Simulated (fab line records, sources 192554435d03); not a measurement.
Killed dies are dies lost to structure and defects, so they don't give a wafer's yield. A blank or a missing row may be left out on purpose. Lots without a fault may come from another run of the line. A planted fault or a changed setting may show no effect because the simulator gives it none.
Split-lot experiment | flow n5_finfet | 7 lots, 21 wafers read, on a route of 1938 steps

THE SPLIT
At N5_BEOL_M0_SAQP_COAT_08 (resist thk 90 nm), the setting spin_rpm was moved away from the recipe's 1500 rpm on 8 of the 21 wafers read, by -3.2% to +8.6%. The other wafers ran this setting at the recipe's value.

FROM THE SPLIT TO THE READING: what the file shows between them, 5 steps
- N5_BEOL_M0_SAQP_EBR_10
- N5_BEOL_M0_SAQP_SOFTBAKE_09: time 60 s
- N5_BEOL_M0_SAQP_EXPOSE_11: exposes mask M0 CORE, target cd 42 nm
- N5_BEOL_M0_SAQP_PEB_12: peb time 60 s
- N5_BEOL_M0_SAQP_DEVELOP_13: develop time 30 s

THE READING
CAR-ArF_of_BEOL_M0_SAQP_COAT_08.thk_nm (the simulator's own value, which no gauge read), in nm, at N5_BEOL_M0_SAQP_DESCUM_19 (chemistry O2, time 7.9 s). The file gives no usual value for it. The 13 wafers here that ran the recipe average 83.6 nm, standard deviation 0.22 nm.

wafer  | tool, chamber at the split | spin_rpm as run, rpm | against the recipe | CAR-ArF_of_BEOL_M0_SAQP_COAT_08.thk_nm, nm | against lot-mates on the recipe
L074.2 | litho_track-04, 0          | 1557                 | +3.8%              | 82                                         | -1.9
L074.3 | litho_track-04, 0          | 1500                 | recipe             | 83.8                                       | -
L074.5 | litho_track-04, 0          | 1500                 | recipe             | 84                                         | -
L083.2 | litho_track-03, 0          | 1500                 | recipe             | 83.6                                       | -
L083.4 | litho_track-03, 0          | 1452                 | -3.2%              | 85.2                                       | +1.6
L083.6 | litho_track-03, 0          | 1452                 | -3.2%              | 85.2                                       | +1.6
L082.2 | litho_track-02, 0          | 1587                 | +5.8%              | 81.4                                       | -2.4
L082.4 | litho_track-02, 0          | 1500                 | recipe             | 83.8                                       | -
L082.6 | litho_track-02, 0          | 1587                 | +5.8%              | 81.2                                       | -2.6
L087.2 | litho_track-02, 0          | 1500                 | recipe             | 83.4                                       | -
L087.5 | litho_track-02, 0          | 1500                 | recipe             | 83.6                                       | -
L087.6 | litho_track-02, 0          | 1500                 | recipe             | 83.6                                       | -
L089.3 | litho_track-02, 0          | 1500                 | recipe             | 83.6                                       | -
L089.5 | litho_track-02, 0          | 1500                 | recipe             | 83.6                                       | -
L089.4 | litho_track-02, 0          | 1500                 | recipe             | 83.8                                       | -
L091.2 | litho_track-03, 0          | 1500                 | recipe             | 83.4                                       | -
L091.3 | litho_track-03, 0          | 1629                 | +8.6%              | 79.6                                       | -3.7
L091.4 | litho_track-03, 0          | 1500                 | recipe             | 83.2                                       | -
L095.1 | litho_track-04, 0          | 1500                 | recipe             | 84                                         | -
L095.5 | litho_track-04, 0          | 1555                 | +3.7%              | 82.2                                       | -1.8
L095.6 | litho_track-04, 0          | 1555                 | +3.7%              | 82.4                                       | -1.6

THE FIT
A straight line over all 21 wafers: CAR-ArF_of_BEOL_M0_SAQP_COAT_08.thk_nm changes by -0.44 nm for each +1% of spin_rpm; r = -0.99; the points scatter about the line by 0.23 nm.
The same after taking each lot's own level away (the mean of its wafers on the recipe; 21 wafers): -0.449 nm for each +1%; r = -1.00; scatter 0.12 nm.
On that fit, the largest move of spin_rpm shifts the reading by 3.9 nm.
The lots' own levels span 83.30 to 84.00 nm, that is 3.1 times the standard deviation above.
So the lot-to-lot level changes the slope little: the two slopes agree.
Check: with one of the wafers moved furthest among these (+8.6%) left out of the fit, the line predicts -3.93 nm for it against its lot-mates. It came out at -3.7 nm against them.

THE WHOLE CHAIN: every reading that the file lists as answering this split, in the file's order
step                       | what it does             | reading                                                                                 | change (the file's fit)               | r (the file's)
N5_BEOL_M0_SAQP_COAT_08    | resist thk 90 nm         | CAR-ArF_of_BEOL_M0_SAQP_COAT_08.thk_nm (the simulator's own value, which no gauge read) | -0.43 nm for each +1% of the setting  | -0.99
N5_BEOL_M0_SAQP_DEVELOP_13 | develop time 30 s        | CAR-ArF_of_BEOL_M0_SAQP_COAT_08.thk_nm (the simulator's own value, which no gauge read) | -0.441 nm for each +1% of the setting | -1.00
N5_BEOL_M0_SAQP_DESCUM_19  | chemistry O2, time 7.9 s | CAR-ArF_of_BEOL_M0_SAQP_COAT_08.thk_nm (the simulator's own value, which no gauge read) | -0.445 nm for each +1% of the setting | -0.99

THE FILE'S OWN FIT
CAR-ArF_of_BEOL_M0_SAQP_COAT_08.thk_nm changes by -0.445 nm for each +1% of spin_rpm, r = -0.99.
